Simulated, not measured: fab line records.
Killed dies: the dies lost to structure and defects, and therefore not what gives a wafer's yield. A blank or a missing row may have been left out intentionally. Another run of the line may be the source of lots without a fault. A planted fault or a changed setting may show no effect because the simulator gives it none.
Matching of chambers | flow nand-harc | NHARC_P_ZERO_WELL_DESCUM_13 on rie-diel-02 has 4 sister chambers
The step chemistry O2, time 3 s. 4 wafers are shown with their chamber, then 7 later ones without.

WAFERS WITH THEIR CHAMBER
wafer  | chamber | showerhead-plenum-p-Torr (Torr)
L083.5 | 2       | 1.85
L083.6 | 1       | 1.88
L087.2 | 0       | 2.02
L087.3 | 3       | 1.89

WAFERS WITHOUT THEIR CHAMBER
wafer  | showerhead-plenum-p-Torr (Torr)
L087.4 | 1.89
L092.1 | 1.88
L092.2 | 2.01
L092.4 | 1.84
L094.1 | 2.01
L094.4 | 1.88
L094.6 | 1.84

EACH ONE'S CHAMBER
wafer  | from the rows above     | in truth
L087.4 | can't be placed: 3 or 1 | 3
L092.1 | can't be placed: 1 or 3 | 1
L092.2 | 0                       | 0
L092.4 | 2                       | 2
L094.1 | 0                       | 0
L094.4 | can't be placed: 1 or 3 | 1
L094.6 | 2                       | 2
Correct placement for 4 of the 7. Not placeable from these rows: 3 (in 3, the candidates include the true chamber). 0 placed wrongly.
How it was worked out, from the rows above alone: a wafer's distance from a chamber is the root of the sum, over the readings, of the square of ((its reading less the chamber's mean) divided by the reading's scatter). The wafer belongs to the nearest chamber; if the next one is less than 2 further off, it can't be placed. A chamber's mean is the mean of its shown wafers. The scatter (one wafer shown for each chamber): square how far every hidden wafer sits from the nearest shown wafer, average those squares and take the square root.
